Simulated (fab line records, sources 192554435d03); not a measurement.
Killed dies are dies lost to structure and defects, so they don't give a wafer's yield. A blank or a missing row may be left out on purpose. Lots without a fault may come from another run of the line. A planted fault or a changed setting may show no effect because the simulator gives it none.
fab line records | flow n5_finfet
record lots=24 wafers=72 last_day=18
route steps=1938 shown ILD0@346 SDB@357 HKMG_FIN@398
lots that met no fault: from a run of the same line without faults
start_h: hours from the record's first day to the start of the lot's first wafer shown | wait_h: hours since the lot's step before | " the same as in the row above | L1.1+2: a row that stands for several wafers | - no value, or no start given | * or withheld: withheld | < > ~ a bound
route shown NAME@n: a module of which the file shows steps, and the number in the route of the first | usual: mean/standard deviation of fault-free wafers | same: alike in all rows | chamber/n: place in a boat | sites: the reading at each site | _std_site: their standard deviation | _edge_site: outer sites' mean less inner sites' | radius_mm: how far each site lies from the wafer's centre | mask NAME#n: copy n | behind: the tool/chamber that last shaped the wafer | hold: why the lot was held/for how many hours/how that ended | device: the transistor (n, p or np) that didn't switch | end of line: the same wafers' tests at the end of the route | a step without rows: its recipe alone | killed: dies lost to structure and defects at the first sort, not the wafer's yield | map: a wafer's dies, x killed, . not, _ none there
set.NAME: the setting as run; set.NAME@STEP: as run at that earlier step | model.NAME: the simulator's own value behind a step, which no gauge read
steps of the route over a sample of lots; a table a step, a row a wafer
services: from which hour (start_h, from the record's first day; less than 0 if before it) a tool's chamber was out of use, for how many hours, and why
## steps
# step N5_ILD0_INSPECT_06
# recipe inspect_instrument=darkfield mode=post_cmp
# usual raw_defect_count=35/17
# columns lot.wafer tool chamber start_h wait_h raw_defect_count
L074.1 defect_inspect-01 - 63.44 0.0 43
L074.2 " - " " 38
L074.3 " - " " 15
L075.1 defect_inspect-01 - 69.31 0.0 9
L075.5 " - " " 23
L075.6 " - " " 19
L076.1 defect_inspect-02 - 76.41 0.0 26
L076.3 " - " " 28
L076.4 " - " " 21
L077.1 defect_inspect-02 - 80.59 0.0 30
L077.5 " - " " 60
L077.6 " - " " 55
L078.3 defect_inspect-02 - 89.82 0.0 47
L078.4 " - " " 27
L078.6 " - " " 65
L079.2 defect_inspect-01 - 92.93 0.0 34
L079.3 " - " " 22
L079.4 " - " " 37
L080.1 defect_inspect-01 - 101.68 0.0 39
L080.3 " - " " 33
L080.5 " - " " 72
L081.1 defect_inspect-02 - 108.08 0.0 60
L081.4 " - " " 31
L081.6 " - " " 27
L082.1 defect_inspect-01 - 110.72 0.0 24
L082.4 " - " " 16
L082.5 " - " " 12
L083.2 defect_inspect-02 - 119.80 0.0 42
L083.5 " - " " 23
L083.6 " - " " 31
L084.1 defect_inspect-01 - 126.90 0.0 53
L084.4 " - " " 41
L084.5 " - " " 55
L085.1 defect_inspect-01 - 135.23 0.0 39
L085.4 " - " " 31
L085.6 " - " " 71
L086.1 defect_inspect-02 - 137.40 0.0 21
L086.4 " - " " 21
L086.5 " - " " 84
L087.3 defect_inspect-02 - 143.22 0.0 30
L087.4 " - " " 24
L087.6 " - " " 14
L088.1 defect_inspect-01 - 150.64 0.0 82
L088.2 " - " " 42
L088.6 " - " " 39
L089.1 defect_inspect-01 - 156.61 0.0 22
L089.2 " - " " 14
L089.4 " - " " 44
L090.1 defect_inspect-01 - 165.51 0.0 27
L090.2 " - " " 44
L090.3 " - " " 16
L092.1 defect_inspect-02 - 172.64 0.0 40
L092.2 " - " " 42
L092.3 " - " " 34
L091.1 defect_inspect-01 - 175.37 0.0 26
L091.4 " - " " 33
L091.6 " - " " 19
L093.3 defect_inspect-02 - 181.88 0.0 25
L093.4 " - " " 28
L093.6 " - " " 22
L094.1 defect_inspect-01 - 184.67 0.0 16
L094.4 " - " " 26
L094.6 " - " " 26
L095.2 defect_inspect-01 - 191.55 0.0 26
L095.3 " - " " 20
L095.6 " - " " 24
L096.1 defect_inspect-01 - 197.23 0.0 18
L096.2 " - " " 36
L096.5 " - " " 31
L097.1 defect_inspect-02 - 204.92 0.0 87
L097.4 " - " " 26
L097.6 " - " " 48
# step N5_SDB_OVL_MEAS_12
# recipe points_per_wafer=44
# usual SDB_OVL=-0.4/0.78
# columns lot.wafer tool chamber start_h wait_h SDB_OVL[nm]
L074.1 overlay-02 0 63.84 0.0 -2.0
L074.2 " 0 " " -1.3
L074.3 " 0 " " -1.5
L075.1 overlay-02 0 69.71 0.0 -1.6
L075.5 " 0 " " -2.9
L075.6 " 0 " " -1.7
L076.1 overlay-02 0 76.80 0.0 -0.9
L076.3 " 0 " " -1.1
L076.4 " 0 " " 0.1
L077.1 overlay-02 0 80.99 0.0 -0.7
L077.5 " 0 " " -0.7
L077.6 " 0 " " -0.4
L078.3 overlay-01 0 90.21 0.0 -0.9
L078.4 " 0 " " 0.2
L078.6 " 0 " " 0.2
L079.2 overlay-01 0 93.45 0.0 -0.6
L079.3 " 0 " " -1.4
L079.4 " 0 " " -0.8
L080.1 overlay-01 0 102.20 0.0 -1.0
L080.3 " 0 " " -0.2
L080.5 " 0 " " 0.0
L081.1 overlay-02 0 108.48 0.0 -0.2
L081.4 " 0 " " 0.1
L081.6 " 0 " " -0.3
L082.1 overlay-02 0 111.24 0.0 -1.0
L082.4 " 0 " " 0.8
L082.5 " 0 " " -0.2
L083.2 overlay-01 0 120.19 0.0 -0.6
L083.5 " 0 " " -0.1
L083.6 " 0 " " 0.7
L084.1 overlay-02 0 127.30 0.0 -0.4
L084.4 " 0 " " -0.3
L084.5 " 0 " " -0.1
L085.1 overlay-01 0 135.77 0.0 -1.3
L085.4 " 0 " " -0.1
L085.6 " 0 " " -0.6
L086.1 overlay-01 0 137.91 0.0 1.1
L086.4 " 0 " " -0.1
L086.5 " 0 " " 0.1
L087.3 overlay-02 0 143.61 0.0 1.1
L087.4 " 0 " " 1.4
L087.6 " 0 " " 0.8
L088.1 overlay-02 0 151.03 0.0 -0.2
L088.2 " 0 " " -0.6
L088.6 " 0 " " -0.7
L089.1 overlay-01 0 157.12 0.0 -0.3
L089.2 " 0 " " -1.0
L089.4 " 0 " " 0.4
L090.1 overlay-01 0 166.03 0.0 -0.9
L090.2 " 0 " " 0.1
L090.3 " 0 " " -1.7
L092.1 overlay-02 0 173.06 0.0 0.6
L092.2 " 0 " " 0.2
L092.3 " 0 " " 0.1
L091.1 overlay-02 0 175.77 0.0 -0.1
L091.4 " 0 " " 0.5
L091.6 " 0 " " 0.2
L093.3 overlay-01 0 182.39 0.0 0.0
L093.4 " 0 " " -1.8
L093.6 " 0 " " -1.1
L094.1 overlay-01 0 185.19 0.0 1.6
L094.4 " 0 " " 1.3
L094.6 " 0 " " 0.2
L095.2 overlay-02 0 191.95 0.0 0.9
L095.3 " 0 " " 0.8
L095.6 " 0 " " -0.2
L096.1 overlay-02 0 197.75 0.0 -0.7
L096.2 " 0 " " -0.3
L096.5 " 0 " " 0.1
L097.1 overlay-02 0 205.34 0.0 -0.4
L097.4 " 0 " " -0.7
L097.6 " 0 " " -1.6
# step N5_HKMG_FIN_CD_MEAS_49
# recipe target_cd_nm=202 landing_energy_ev=500 detector=se_inlens polarity=opening
# usual cd_nm=202.0/0.64
# same landing_energy_ev=500
# columns lot.wafer tool chamber start_h wait_h cd_nm
L074.1 cd_sem-01 0 69.43 - 201.9
L074.2 " 0 " " 201.7
L074.3 " 0 " " 202.1
L075.1 cd_sem-02 0 75.18 - 201.9
L075.5 " 0 " " 201.6
L075.6 " 0 " " 201.1
L076.1 cd_sem-02 0 82.13 - 202.6
L076.3 " 0 " " 202.1
L076.4 " 0 " " 201.6
L077.1 cd_sem-02 0 86.70 - 202.8
L077.5 " 0 " " 201.5
L077.6 " 0 " " 202.1
L078.3 cd_sem-03 0 96.07 - 202.7
L078.4 " 0 " " 202.7
L078.6 " 0 " " 202.2
L079.2 cd_sem-02 0 99.42 - 201.8
L079.3 " 0 " " 202.5
L079.4 " 0 " " 202.2
L080.1 cd_sem-03 0 108.10 - 201.9
L080.3 " 0 " " 202.8
L080.5 " 0 " " 202.5
L081.1 cd_sem-01 0 114.95 - 202.9
L081.4 " 0 " " 203.1
L081.6 " 0 " " 202.7
L082.1 cd_sem-03 0 117.00 - 201.7
L082.4 " 0 " " 202.3
L082.5 " 0 " " 201.7
L083.2 cd_sem-01 0 125.64 - 201.6
L083.5 " 0 " " 201.9
L083.6 " 0 " " 202.0
L084.1 cd_sem-03 0 132.70 - 201.2
L084.4 " 0 " " 201.4
L084.5 " 0 " " 202.9
L085.1 cd_sem-02 0 141.30 - 201.1
L085.4 " 0 " " 201.2
L085.6 " 0 " " 201.1
L086.1 cd_sem-02 0 143.31 - 202.3
L086.4 " 0 " " 202.6
L086.5 " 0 " " 202.7
L087.3 cd_sem-01 0 149.10 - 201.7
L087.4 " 0 " " 201.4
L087.6 " 0 " " 201.4
L088.1 cd_sem-02 0 157.23 - 201.6
L088.2 " 0 " " 201.6
L088.6 " 0 " " 202.2
L089.1 cd_sem-01 0 163.30 - 201.1
L089.2 " 0 " " 202.1
L089.4 " 0 " " 201.6
L090.1 cd_sem-01 0 171.63 - 202.5
L090.2 " 0 " " 203.2
L090.3 " 0 " " 202.8
L092.1 cd_sem-03 0 179.73 - 201.9
L092.2 " 0 " " 202.1
L092.3 " 0 " " 202.3
L091.1 cd_sem-03 0 181.89 - 203.6
L091.4 " 0 " " 203.6
L091.6 " 0 " " 203.1
L093.3 cd_sem-01 0 187.92 - 202.4
L093.4 " 0 " " 201.4
L093.6 " 0 " " 201.6
L094.1 cd_sem-03 0 191.11 - 201.8
L094.4 " 0 " " 202.1
L094.6 " 0 " " 202.6
L095.2 cd_sem-02 0 197.79 - 201.9
L095.3 " 0 " " 201.8
L095.6 " 0 " " 202.0
L096.1 cd_sem-03 0 203.21 - 201.3
L096.2 " 0 " " 200.9
L096.5 " 0 " " 201.1
L097.1 cd_sem-02 0 210.83 - 201.4
L097.4 " 0 " " 201.0
L097.6 " 0 " " 201.1
# step N5_HKMG_FIN_ETCH_55
# recipe chemistry=N2/H2 target=SOC target_depth_a=2400 temp_c=40 time_s=300 ion_energy_ev=200 mask_material=SiARC pressure_mtorr=30 source_w=840 bias_w=150 n2_flow_sccm=200 h2_flow_sccm=200
# usual drypump_motor_current_A=5.7/0.38 oes_product_au=0.80/0.083 rf_vpp_V=524.4/2.7 showerhead_plenum_p_Torr=2.56/0.093 throttle_valve_pct=17.86/0.24
# columns lot.wafer tool chamber start_h wait_h drypump_motor_current_A oes_product_au rf_hours_counter_h rf_vpp_V showerhead_plenum_p_Torr throttle_valve_pct
L074.1 rie_diel-01 2 69.61 0.0 6.2 0.73 168 523.2 2.53 17.76
L074.2 " 1 " " 6.0 0.71 193 523.6 2.53 17.82
L074.3 " 0 " " 6.1 0.87 61 521.9 2.47 17.52
L075.1 rie_diel-03 0 75.36 0.0 5.1 0.69 228 522.1 2.52 18.10
L075.5 " 2 " " 5.5 0.80 - 526.6 2.67 18.04
L075.6 " 1 " " 6.3 0.69 - 523.3 2.51 17.80
L076.1 rie_diel-01 1 82.37 0.0 5.9 0.71 197 523.0 2.53 17.82
L076.3 " 2 " " 6.2 0.73 173 523.3 2.53 17.76
L076.4 " 3 " " 5.7 0.82 89 521.6 2.46 17.97
L077.1 rie_diel-04 2 87.06 0.0 5.6 0.77 147 527.8 2.64 18.12
L077.5 " 2 " " 5.6 0.77 - 525.9 2.64 18.11
L077.6 " 3 " " 5.6 0.92 - 527.2 2.70 17.74
L078.3 rie_diel-01 2 96.24 0.0 6.2 0.72 178 523.0 2.53 17.75
L078.4 " 0 " " 6.0 0.85 71 521.7 2.47 17.53
L078.6 " 1 " " 6.0 0.70 - 523.7 2.53 17.84
L079.2 rie_diel-04 3 99.60 0.0 5.7 0.90 11 530.2 2.70 17.76
L079.3 " 2 " " 5.6 0.77 151 527.5 2.64 18.14
L079.4 " 1 " " 6.2 0.88 22 528.6 2.71 17.82
L080.1 rie_diel-03 2 108.28 0.0 5.5 0.79 119 525.7 2.67 18.05
L080.3 " 0 " " 5.1 0.67 240 523.2 2.51 18.12
L080.5 " 3 " " 5.9 0.78 - 520.0 2.45 18.11
L081.1 rie_diel-04 2 115.13 0.0 5.6 0.77 156 527.0 2.64 18.13
L081.4 " 1 " " 6.2 0.88 28 527.7 2.71 17.84
L081.6 " 0 " " 5.5 0.90 - 522.8 2.48 17.44
L082.1 rie_diel-04 1 117.18 0.0 6.2 0.87 28 528.0 2.71 17.86
L082.4 " 2 " " 5.6 0.76 157 528.1 2.64 18.13
L082.5 " 1 " " 6.2 0.87 - 528.7 2.71 17.84
L083.2 rie_diel-03 2 125.82 0.0 5.5 0.79 125 526.6 2.66 18.09
L083.5 " 2 " " 5.5 0.78 - 527.5 2.66 18.08
L083.6 " 1 " " 6.4 0.68 - 523.2 2.51 17.83
L084.1 rie_diel-03 2 132.88 0.0 5.5 0.78 128 528.5 2.66 18.10
L084.4 " 3 " " 5.9 0.78 147 521.0 2.45 18.13
L084.5 " 3 " " 6.0 0.77 - 520.9 2.44 18.14
L085.1 rie_diel-03 3 141.49 0.0 5.9 0.77 150 521.6 2.44 18.13
L085.4 " 2 " " 5.5 0.79 - 525.4 2.66 18.10
L085.6 " 3 " " 5.9 0.78 - 521.1 2.44 18.12
L086.1 rie_diel-01 0 143.68 0.0 6.1 0.84 85 521.4 2.46 17.55
L086.4 " 3 " " 5.7 0.80 107 522.5 2.46 18.01
L086.5 " 2 " " 6.2 0.71 - 523.9 2.52 17.78
L087.3 rie_diel-04 0 149.27 0.0 5.5 0.87 60 523.0 2.47 17.48
L087.4 " 3 " " 5.7 0.86 27 530.4 2.70 17.77
L087.6 " 0 " " 5.5 0.87 - 521.9 2.47 17.46
L088.1 rie_diel-03 0 157.65 0.0 5.1 0.67 259 523.3 2.50 18.15
L088.2 " 2 " " 5.5 0.78 138 526.5 2.66 18.11
L088.6 " 2 " " 5.5 0.77 - 526.8 2.66 18.09
L089.1 rie_diel-04 2 163.47 0.0 5.6 0.74 172 525.6 2.63 18.16
L089.2 " 3 " " 5.7 0.86 33 527.9 2.69 17.80
L089.4 " 0 " " 5.5 0.86 - 522.3 2.47 17.48
L090.1 rie_diel-01 0 171.81 0.0 6.1 0.83 95 521.2 2.46 17.57
L090.2 " 3 " " 5.8 0.79 117 521.6 2.45 18.02
L090.3 " 2 " " 6.2 0.71 202 524.5 2.52 17.80
L092.1 rie_diel-04 3 179.91 0.0 5.6 0.84 39 527.5 2.69 17.81
L092.2 " 2 " " 5.6 0.74 179 527.5 2.63 18.18
L092.3 " 0 " " 5.5 0.85 73 521.3 2.47 17.48
L091.1 rie_diel-03 2 182.09 0.0 5.5 0.77 149 527.7 2.65 18.11
L091.4 " 1 " " 6.4 0.95 - 523.7 2.50 17.45
L091.6 " 2 " " 5.5 0.76 - 526.7 2.65 18.13
L093.3 rie_diel-03 3 188.10 0.0 6.0 0.76 167 521.1 2.44 18.14
L093.4 " 2 " " 5.5 0.75 152 526.3 2.65 18.13
L093.6 " 2 " " 5.5 0.76 - 526.2 2.65 18.12
L094.1 rie_diel-04 3 191.29 0.0 5.6 0.83 44 529.1 2.69 17.82
L094.4 " 1 " " 6.2 0.85 41 528.1 2.70 17.86
L094.6 " 1 " " 6.2 0.84 - 527.1 2.70 17.86
L095.2 rie_diel-03 3 197.97 0.0 5.9 0.77 172 520.7 2.43 18.17
L095.3 " 1 " " 6.3 0.93 15 523.8 2.50 17.45
L095.6 " 0 " " 5.0 0.94 - 522.3 2.50 17.70
L096.1 rie_diel-04 2 203.39 0.0 5.6 0.74 188 526.9 2.62 18.19
L096.2 " 0 " " 5.5 0.85 83 521.3 2.46 17.50
L096.5 " 1 " " 6.2 0.85 - 526.9 2.70 17.87
L097.1 rie_diel-03 1 211.01 0.0 6.3 0.92 19 523.6 2.50 17.47
L097.4 " 0 " " 5.1 0.92 10 522.9 2.50 17.71
L097.6 " 1 " " 6.3 0.91 - 522.9 2.50 17.46
# step N5_HKMG_FIN_STRIP_57
# recipe chemistry=CF4 resist=SiARC power_w=300 bias_power_w=75 pressure_mtorr=50 cf4_flow_sccm=150 rf_frequency_hz=6e+07
# usual drypump_motor_current_A=5.7/0.38 oes_product_au=0.79/0.077 rf_vpp_V=271.4/1.6 showerhead_plenum_p_Torr=1.81/0.061 throttle_valve_pct=13.61/0.27
# columns lot.wafer tool chamber start_h wait_h drypump_motor_current_A oes_product_au rf_hours_counter_h rf_vpp_V showerhead_plenum_p_Torr throttle_valve_pct
L074.1 rie_diel-01 2 69.80 0.0 6.2 0.74 169 271.4 1.78 13.47
L074.2 " 1 " " 6.0 0.70 193 271.3 1.78 13.66
L074.3 " 0 " " 6.0 0.86 61 270.1 1.75 13.17
L075.1 rie_diel-03 0 75.55 0.0 5.1 0.68 228 270.2 1.78 13.85
L075.5 " 2 " " 5.5 0.79 - 272.6 1.88 13.83
L075.6 " 1 " " 6.4 0.69 - 271.4 1.77 13.63
L076.1 rie_diel-01 1 82.56 0.0 6.0 0.70 197 270.6 1.78 13.67
L076.3 " 2 " " 6.2 0.73 174 272.3 1.78 13.49
L076.4 " 3 " " 5.7 0.79 89 269.7 1.75 13.69
L077.1 rie_diel-04 2 87.25 0.0 5.6 0.77 147 272.2 1.87 13.93
L077.5 " 2 " " 5.6 0.77 - 271.2 1.87 13.94
L077.6 " 3 " " 5.6 0.90 - 273.0 1.91 13.50
L078.3 rie_diel-01 2 96.43 0.0 6.2 0.73 178 273.6 1.78 13.49
L078.4 " 0 " " 6.1 0.84 71 269.7 1.74 13.21
L078.6 " 1 " " 6.0 0.70 - 270.4 1.78 13.68
L079.2 rie_diel-04 3 99.79 0.0 5.7 0.88 12 273.8 1.91 13.51
L079.3 " 2 " " 5.6 0.76 151 274.1 1.86 13.94
L079.4 " 1 " " 6.2 0.88 22 275.2 1.90 13.39
L080.1 rie_diel-03 2 108.47 0.0 5.5 0.78 119 273.1 1.87 13.84
L080.3 " 0 " " 5.1 0.68 240 270.5 1.77 13.92
L080.5 " 3 " " 5.9 0.77 - 270.6 1.74 13.76
L081.1 rie_diel-04 2 115.32 0.0 5.6 0.77 157 272.9 1.86 13.94
L081.4 " 1 " " 6.2 0.86 28 273.1 1.90 13.38
L081.6 " 0 " " 5.5 0.86 - 271.6 1.76 13.20
L082.1 rie_diel-04 1 117.37 0.0 6.2 0.87 28 272.2 1.90 13.41
L082.4 " 2 " " 5.6 0.76 157 274.0 1.86 13.94
L082.5 " 1 " " 6.2 0.85 - 274.2 1.90 13.40
L083.2 rie_diel-03 2 126.01 0.0 5.4 0.77 125 272.5 1.87 13.85
L083.5 " 2 " " 5.4 0.78 - 271.8 1.87 13.87
L083.6 " 1 " " 6.3 0.67 - 269.1 1.77 13.68
L084.1 rie_diel-03 2 133.07 0.0 5.5 0.77 128 270.3 1.87 13.86
L084.4 " 3 " " 5.9 0.77 147 269.0 1.73 13.76
L084.5 " 3 " " 5.9 0.76 - 269.3 1.74 13.76
L085.1 rie_diel-03 3 141.68 0.0 5.9 0.76 150 270.7 1.73 13.77
L085.4 " 2 " " 5.5 0.78 - 272.3 1.87 13.88
L085.6 " 3 " " 5.9 0.76 - 268.0 1.73 13.78
L086.1 rie_diel-01 0 143.87 0.0 6.1 0.83 85 271.7 1.74 13.24
L086.4 " 3 " " 5.7 0.78 107 268.6 1.75 13.75
L086.5 " 2 " " 6.2 0.72 - 270.0 1.78 13.51
L087.3 rie_diel-04 0 149.46 0.0 5.5 0.85 60 270.5 1.76 13.22
L087.4 " 3 " " 5.7 0.86 27 272.4 1.90 13.54
L087.6 " 0 " " 5.5 0.85 - 270.0 1.75 13.22
L088.1 rie_diel-03 0 157.84 0.0 5.1 0.66 259 271.1 1.77 13.96
L088.2 " 2 " " 5.5 0.77 138 273.4 1.87 13.87
L088.6 " 2 " " 5.5 0.76 - 273.0 1.87 13.88
L089.1 rie_diel-04 2 163.67 0.0 5.6 0.75 172 272.5 1.86 13.99
L089.2 " 3 " " 5.6 0.85 33 274.2 1.90 13.55
L089.4 " 0 " " 5.5 0.85 - 270.6 1.75 13.23
L090.1 rie_diel-01 0 172.00 0.0 6.1 0.82 95 270.6 1.74 13.26
L090.2 " 3 " " 5.7 0.77 117 270.1 1.74 13.75
L090.3 " 2 " " 6.2 0.71 202 272.7 1.78 13.53
L092.1 rie_diel-04 3 180.10 0.0 5.6 0.83 40 273.1 1.90 13.56
L092.2 " 2 " " 5.6 0.74 179 272.6 1.86 14.01
L092.3 " 0 " " 5.5 0.83 73 269.8 1.75 13.27
L091.1 rie_diel-03 2 182.28 0.0 5.4 0.75 149 271.6 1.86 13.92
L091.4 " 1 " " 6.3 0.92 - 272.2 1.77 13.15
L091.6 " 2 " " 5.5 0.76 - 272.5 1.86 13.90
L093.3 rie_diel-03 3 188.29 0.0 5.9 0.75 167 270.4 1.73 13.83
L093.4 " 2 " " 5.4 0.75 152 271.4 1.86 13.92
L093.6 " 2 " " 5.4 0.75 - 272.4 1.86 13.92
L094.1 rie_diel-04 3 191.48 0.0 5.7 0.83 44 273.4 1.90 13.56
L094.4 " 1 " " 6.2 0.85 41 274.2 1.90 13.43
L094.6 " 1 " " 6.2 0.85 - 271.8 1.90 13.45
L095.2 rie_diel-03 3 198.16 0.0 5.9 0.75 172 269.0 1.73 13.85
L095.3 " 1 " " 6.3 0.90 15 270.8 1.76 13.15
L095.6 " 0 " " 5.1 0.92 - 271.2 1.77 13.37
L096.1 rie_diel-04 2 203.58 0.0 5.6 0.74 188 271.8 1.85 14.02
L096.2 " 0 " " 5.5 0.82 83 270.7 1.75 13.29
L096.5 " 1 " " 6.2 0.84 - 270.8 1.89 13.44
L097.1 rie_diel-03 1 211.20 0.0 6.3 0.90 19 271.2 1.76 13.16
L097.4 " 0 " " 5.1 0.91 10 271.3 1.77 13.37
L097.6 " 1 " " 6.3 0.90 - 272.1 1.76 13.16
# step N5_HKMG_FIN_PWFM_ALD_03
# recipe material=TiN target_thk_a=20 temp_c=400 ald_precursor_family=TiCl4 ald_co_reactant=NH3 pulse_time_s=1 purge_time_s=3 co_reactant_purge_time_s=2 co_reactant_pulse_time_s=2 ald_cycles=91 pressure_torr=3
# usual heater_power_w=854/85 precursor_pulse_height_rel=0.997/0.02
# same ald_cycles=91
# columns lot.wafer tool chamber start_h wait_h heater_power_w precursor_pulse_height_rel
L074.1 ald_metal-03 3 71.98 0.0 964 0.957
L074.2 " 1 " " 993 0.997
L074.3 " 0 " " 725 0.983
L075.1 ald_metal-04 3 77.72 0.0 863 1.015
L075.5 " 2 " " 773 0.957
L075.6 " 1 " " 976 0.994
L076.1 ald_metal-02 3 84.89 0.0 790 0.963
L076.3 " 1 " " 908 0.995
L076.4 " 0 " " 815 0.998
L077.1 ald_metal-02 0 89.43 0.0 810 0.999
L077.5 " 2 " " 828 0.969
L077.6 " 1 " " 895 0.977
L078.3 ald_metal-04 3 98.86 0.0 893 0.985
L078.4 " 2 " " 756 1.011
L078.6 " 3 " " 889 0.998
L079.2 ald_metal-03 0 102.06 0.1 717 1.021
L079.3 " 3 " " 967 1.011
L079.4 " 1 " " 978 0.985
L080.1 ald_metal-04 0 110.63 0.0 783 1.000
L080.3 " 1 " " 964 1.003
L080.5 " 0 " " 803 1.014
L081.1 ald_metal-03 3 117.50 0.0 941 0.959
L081.4 " 1 " " 1012 0.993
L081.6 " 3 " " 945 0.972
L082.1 ald_metal-04 3 119.53 0.0 875 0.970
L082.4 " 2 " " 766 0.990
L082.5 " 3 " " 870 0.964
L083.2 ald_metal-04 1 128.18 0.0 964 0.985
L083.5 " 3 " " 877 1.013
L083.6 " 0 " " 815 0.970
L084.1 ald_metal-04 0 135.27 0.0 796 0.985
L084.4 " 3 " " 879 1.031
L084.5 " 1 " " 952 1.022
L085.1 ald_metal-02 0 143.86 0.0 825 1.019
L085.4 " 1 " " 897 0.990
L085.6 " 0 " " 808 1.019
L086.1 ald_metal-04 2 146.05 0.0 787 1.012
L086.4 " 3 " " 865 1.028
L086.5 " 2 " " 768 0.950
L087.3 ald_metal-04 3 151.64 0.0 873 1.021
L087.4 " 1 " " 994 1.029
L087.6 " 2 " " 759 0.996
L088.1 ald_metal-03 1 160.08 0.0 987 1.025
L088.2 " 0 " " 724 0.995
L088.6 " 2 " " 842 1.006
L089.1 ald_metal-04 2 166.10 0.0 774 0.999
L089.2 " 1 " " 965 1.000
L089.4 " 3 " " 886 1.034
L090.1 ald_metal-04 1 174.30 0.0 949 0.999
L090.2 " 2 " " 749 0.978
L090.3 " 0 " " 778 0.967
L092.1 ald_metal-04 0 182.26 0.0 791 1.020
L092.2 " 3 " " 898 0.978
L092.3 " 2 " " 780 1.016
L091.1 ald_metal-03 0 184.54 0.0 709 0.990
L091.4 " 2 " " 823 0.981
L091.6 " 0 " " 718 0.970
L093.3 ald_metal-03 2 190.54 0.0 824 1.007
L093.4 " 0 " " 741 1.015
L093.6 " 1 " " 974 0.993
L094.1 ald_metal-02 2 193.68 0.0 797 1.002
L094.4 " 0 " " 838 0.976
L094.6 " 1 " " 894 1.033
L095.2 ald_metal-04 0 200.33 0.0 808 0.994
L095.3 " 1 " " 964 1.013
L095.6 " 1 " " 975 1.012
L096.1 ald_metal-03 0 205.75 0.0 709 1.008
L096.2 " 2 " " 839 0.977
L096.5 " 1 " " 997 1.049
L097.1 ald_metal-02 0 213.37 0.0 825 1.029
L097.4 " 2 " " 806 0.970
L097.6 " 1 " " 893 1.015
## services
# columns tool chamber start_h hours kind
rie_diel-04 3 46.17 - clean
rie_diel-04 3 46.17 - consumable_replace:focus_ring
rie_diel-01 3 63.15 7.3 repair
rie_diel-03 3 64.49 20.8 repair
rie_diel-03 2 88.25 5.0 repair
ald_metal-03 - 129.91 14.6 pm
rie_diel-03 1 136.58 - clean
rie_diel-03 1 136.58 - consumable_replace:focus_ring
rie_diel-03 1 136.58 23.6 scheduled_down
rie_diel-03 1 136.58 23.6 vent_cycle
ald_metal-04 - 137.18 6.0 pm
rie_diel-04 1 154.12 31.9 repair
ald_metal-03 - 158.20 0.9 repair
rie_diel-03 0 160.31 - clean
rie_diel-03 0 160.31 - consumable_replace:focus_ring
rie_diel-03 0 160.31 19.5 scheduled_down
rie_diel-03 0 160.31 19.5 vent_cycle
ald_metal-02 1 167.20 16.6 repair
ald_metal-04 3 169.42 2.5 repair
ald_metal-04 - 190.79 0.3 repair
rie_diel-01 1 203.47 7.2 repair
rie_diel-04 1 209.09 6.8 repair
ald_metal-03 - 210.19 8.7 pm
rie_diel-03 2 212.85 15.3 repair
## key
fault none
